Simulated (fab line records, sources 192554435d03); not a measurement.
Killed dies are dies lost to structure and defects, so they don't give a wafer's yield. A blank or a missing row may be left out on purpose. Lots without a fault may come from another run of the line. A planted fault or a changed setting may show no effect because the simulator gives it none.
Chamber matching | flow n5_finfet | N5_BEOL_M3_ALD_84 on ald_metal-03: 4 sister chambers
The step deposits TaN, pulse time 2 s, purge time 3 s, co reactant purge time 2 s. 4 wafers are shown with their chamber, then 9 later ones without.

WAFERS WITH THEIR CHAMBER
wafer  | chamber | heater_power_outer_w (W)
L081.1 | 1       | 234
L084.1 | 2       | 199
L085.4 | 3       | 264
L085.5 | 0       | 235

WAFERS WITHOUT THEIR CHAMBER
wafer  | heater_power_outer_w (W)
L087.1 | 203
L087.4 | 238
L087.6 | 200
L089.2 | 231
L089.4 | 237
L089.6 | 201
L095.1 | 198
L095.3 | 230
L095.6 | 263

WHICH CHAMBER EACH WENT THROUGH
wafer  | from the rows above     | in truth
L087.1 | 2                       | 2
L087.4 | can't be placed: 0 or 1 | 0
L087.6 | 2                       | 2
L089.2 | can't be placed: 1 or 0 | 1
L089.4 | can't be placed: 0 or 1 | 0
L089.6 | 2                       | 2
L095.1 | 2                       | 2
L095.3 | can't be placed: 1 or 0 | 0
L095.6 | 3                       | 3
Placed correctly: 5 of 9. Can't be placed from these rows: 4 (the true chamber is among the candidates in 4). Placed wrongly: 0.
How it was worked out, from the rows above alone: a wafer's distance from a chamber is the root of the sum, over the readings, of the square of ((its reading less the chamber's mean) divided by the reading's scatter). The wafer belongs to the nearest chamber; if the next one is less than 2 further off, it can't be placed. A chamber's mean is the mean of its shown wafers. The scatter: with one shown wafer a chamber, the root of the mean of the squares of how far each hidden wafer lies from its nearest shown one.
